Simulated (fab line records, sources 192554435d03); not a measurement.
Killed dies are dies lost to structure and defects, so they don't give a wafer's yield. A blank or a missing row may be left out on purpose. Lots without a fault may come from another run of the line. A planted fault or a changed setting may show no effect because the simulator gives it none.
A struck lot beside a sound one | flow n5_finfet | 14 steps out of a route of 1938
Sound: wafers L175.1, L175.2, L175.6. Struck: wafers L192.1, L192.2, L192.6. The cause comes at the end.
At each step with rows: each side's tool, then ch and its chambers, then its first start. Under that, the readings that differ: sound wafers | struck wafers | difference of the means | sigmas: that difference in standard deviations of wafers without a fault.
alike: readings whose means differ by less than 2 such deviations, and words and numbers that are the same on both sides. not compared: withheld readings, readings that some wafer has no value for, bounds like >300 that may hide the same value, and numbers for which the record gives no deviation and whose values overlap.
The two part at a step that has a row with sigmas, a row that says differs or no value, or rows on one side only. Numbers that don't overlap but have no deviation are shown without sigmas and don't part them. A reading that every wafer of one side lacks parts them only if that side has two wafers or more.

N5_PASSIVATION_ETCH_59: etches TaN in Cl2/BCl3, target depth 65 nm, time 34.9 s.
  sound on rie_metal-02 ch 0,1, day 13 21:14; struck on rie_metal-01 ch 0,1, day 17 15:00
  alike: drypump_motor_current_A, oes_product_au, throttle_valve_pct
  not compared: rf_hours_counter_h
N5_PASSIVATION_STRIP_34: strips in O2.
  sound on rie_diel-04 ch 0,3, day 13 21:22; struck on rie_diel-02 ch 0,1, day 17 15:09
  alike: drypump_motor_current_A, oes_product_au, rf_vpp_V, showerhead_plenum_p_Torr, throttle_valve_pct
  not compared: rf_hours_counter_h
then, 4 steps without rows for these wafers: N5_PASSIVATION_STRIP_51 (strips in post etch residue remover, time 1200 s); N5_PASSIVATION_CLEAN_69 (cleans in IPA, time 180 s); N5_PASSIVATION_SRD_70 (time 30 s); N5_PASSIVATION_PECVD_53 (deposits SiO2 from TEOS/O2, target thk 800 nm, time 169.4 s).
N5_PASSIVATION_PECVD_35: deposits SiNx from SiH4/NH3/N2, target thk 700 nm, time 151.3 s.
  sound on pecvd-03 ch 1,2, day 13 22:04; struck on pecvd-02 ch 0,2, day 17 15:46
  alike: heater_power_w, showerhead_plenum_p_Torr, throttle_valve_pct
then, 5 steps without rows for these wafers: N5_PASSIVATION_HMDS_37 (time 60 s); N5_PASSIVATION_COAT_38; N5_PASSIVATION_EBR_40; N5_PASSIVATION_SOFTBAKE_39 (time 120 s); N5_PASSIVATION_EXPOSE_41 (exposes mask PASS OPEN, defocus 0 nm, target cd 40000 nm).
N5_PASSIVATION_PEB_42:
  sound on litho_track-05 ch 0, day 13 22:34; struck on litho_track-05, day 17 16:08
  reading         | sound          | struck | difference                    | sigmas
  exhaust_pa (Pa) | 44.6 45.5 44.9 | - - -  | no value on the struck wafers |
  not compared: chill_plate_temp_C
then, 1 step without rows for these wafers: N5_PASSIVATION_DEVELOP_43 (develop time 60 s).

WHERE THEY PART
Only at N5_PASSIVATION_PEB_42, within this record.

WHY: what the simulator had put in
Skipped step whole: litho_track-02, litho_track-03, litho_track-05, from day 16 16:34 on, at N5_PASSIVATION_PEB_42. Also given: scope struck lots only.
